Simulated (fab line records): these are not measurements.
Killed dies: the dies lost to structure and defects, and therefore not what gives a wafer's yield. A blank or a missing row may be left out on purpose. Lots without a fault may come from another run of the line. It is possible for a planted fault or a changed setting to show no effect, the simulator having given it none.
Lot-split experiment / flow n5-finfet / 7 lots, 21 wafers read, on a route of 1938 steps

== THE SPLIT ITSELF ==
At N5_MOL_CONTACT_COAG_CONTACT_ETCH_14 (etches SiO2 in C4F6/O2, target depth 27.5 nm, overetch 8.5 nm, time 20 s), the setting source-w was moved away from the recipe's 370 W on 10 of the 21 wafers read, by -17.4% to +16.9%. For the rest of the wafers, this setting stayed at what the recipe calls for.

The reading is taken at the split's own step.

== THE READING ==
rf-vpp-V, in V, at N5_MOL_CONTACT_COAG_CONTACT_ETCH_14 (etches SiO2 in C4F6/O2, target depth 27.5 nm, overetch 8.5 nm, time 20 s). A value of 694 V with a standard deviation of 3.3 V is what fault-free wafers of this fab line usually give.

wafer=L081.2; tool, chamber at the split=rie-diel-06, 3; source-w as run, W=370; against the recipe=recipe; rf-vpp-V, V=696; against lot-mates on the recipe=-
wafer=L081.4; tool, chamber at the split=rie-diel-06, 0; source-w as run, W=370; against the recipe=recipe; rf-vpp-V, V=699; against lot-mates on the recipe=-
wafer=L081.5; tool, chamber at the split=rie-diel-06, 0; source-w as run, W=370; against the recipe=recipe; rf-vpp-V, V=699; against lot-mates on the recipe=-
wafer=L082.1; tool, chamber at the split=rie-diel-02, 1; source-w as run, W=412.5; against the recipe=+11.5%; rf-vpp-V, V=675; against lot-mates on the recipe=-19
wafer=L082.4; tool, chamber at the split=rie-diel-02, 3; source-w as run, W=412.5; against the recipe=+11.5%; rf-vpp-V, V=671; against lot-mates on the recipe=-23
wafer=L082.5; tool, chamber at the split=rie-diel-02, 3; source-w as run, W=370; against the recipe=recipe; rf-vpp-V, V=694; against lot-mates on the recipe=-
wafer=L084.3; tool, chamber at the split=rie-diel-06, 0; source-w as run, W=370; against the recipe=recipe; rf-vpp-V, V=699; against lot-mates on the recipe=-
wafer=L084.5; tool, chamber at the split=rie-diel-06, 2; source-w as run, W=432.7; against the recipe=+16.9%; rf-vpp-V, V=648; against lot-mates on the recipe=-51
wafer=L084.6; tool, chamber at the split=rie-diel-06, 3; source-w as run, W=432.7; against the recipe=+16.9%; rf-vpp-V, V=669; against lot-mates on the recipe=-30
wafer=L088.1; tool, chamber at the split=rie-diel-06, 1; source-w as run, W=390.1; against the recipe=+5.4%; rf-vpp-V, V=673; against lot-mates on the recipe=-24
wafer=L088.2; tool, chamber at the split=rie-diel-06, 3; source-w as run, W=370; against the recipe=recipe; rf-vpp-V, V=697; against lot-mates on the recipe=-
wafer=L088.5; tool, chamber at the split=rie-diel-06, 3; source-w as run, W=390.1; against the recipe=+5.4%; rf-vpp-V, V=689; against lot-mates on the recipe=-8
wafer=L090.1; tool, chamber at the split=rie-diel-02, 0; source-w as run, W=370; against the recipe=recipe; rf-vpp-V, V=690; against lot-mates on the recipe=-
wafer=L090.2; tool, chamber at the split=rie-diel-02, 2; source-w as run, W=305.8; against the recipe=-17.4%; rf-vpp-V, V=744; against lot-mates on the recipe=+54
wafer=L090.6; tool, chamber at the split=rie-diel-02, 3; source-w as run, W=305.8; against the recipe=-17.4%; rf-vpp-V, V=734; against lot-mates on the recipe=+44
wafer=L096.1; tool, chamber at the split=rie-diel-02, 1; source-w as run, W=391; against the recipe=+5.7%; rf-vpp-V, V=685; against lot-mates on the recipe=-11
wafer=L096.2; tool, chamber at the split=rie-diel-02, 2; source-w as run, W=391; against the recipe=+5.7%; rf-vpp-V, V=691; against lot-mates on the recipe=-5
wafer=L096.5; tool, chamber at the split=rie-diel-02, 1; source-w as run, W=370; against the recipe=recipe; rf-vpp-V, V=696; against lot-mates on the recipe=-
wafer=L097.3; tool, chamber at the split=rie-diel-05, 1; source-w as run, W=370; against the recipe=recipe; rf-vpp-V, V=690; against lot-mates on the recipe=-
wafer=L097.4; tool, chamber at the split=rie-diel-05, 3; source-w as run, W=370; against the recipe=recipe; rf-vpp-V, V=691; against lot-mates on the recipe=-
wafer=L097.6; tool, chamber at the split=rie-diel-05, 2; source-w as run, W=370; against the recipe=recipe; rf-vpp-V, V=692; against lot-mates on the recipe=-

THE FIT
A straight line over all 21 wafers: rf-vpp-V changes by -2.28 V for each +1% of source-w; r = -0.96; the points scatter about the line by 6 V.
The same after taking each lot's own level away (the mean of its wafers on the recipe; 21 wafers): -2.49 V for each +1%; r = -0.97; scatter 5.8 V.
That fit puts the effect of the largest move of source-w on the reading at 43 V.
Across the lots, their own levels run from 690.0 to 699.0 V, a range of 2.7 times the standard deviation given above.
So the lot-to-lot level changes the slope little: the two slopes agree.
Check: +41.1 V against its lot-mates is what the line predicts for one of the wafers moved furthest among these (-17.4%) when that wafer is left out of the fit. It came out at +54 V against them.
Tool readings at the split's step, against how far the setting was moved: rf-vpp-V r = -0.96.

== FURTHER SPLITS ON THESE WAFERS ==
Note: prior to the reading, these wafers also went through further splits. Each is held against what the fit with the lots' levels taken away leaves over:
other split on the same wafers=N5_MOL_CONTACT_COAG_EXPOSE_05 dose-mj; wafers away from the commonest value=8; r with rf-vpp-V (lot level and that fit taken away)=+0.15

== FILE'S OWN FIT ==
rf-vpp-V changes by -2.43 V for each +1% of source-w, r = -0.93.
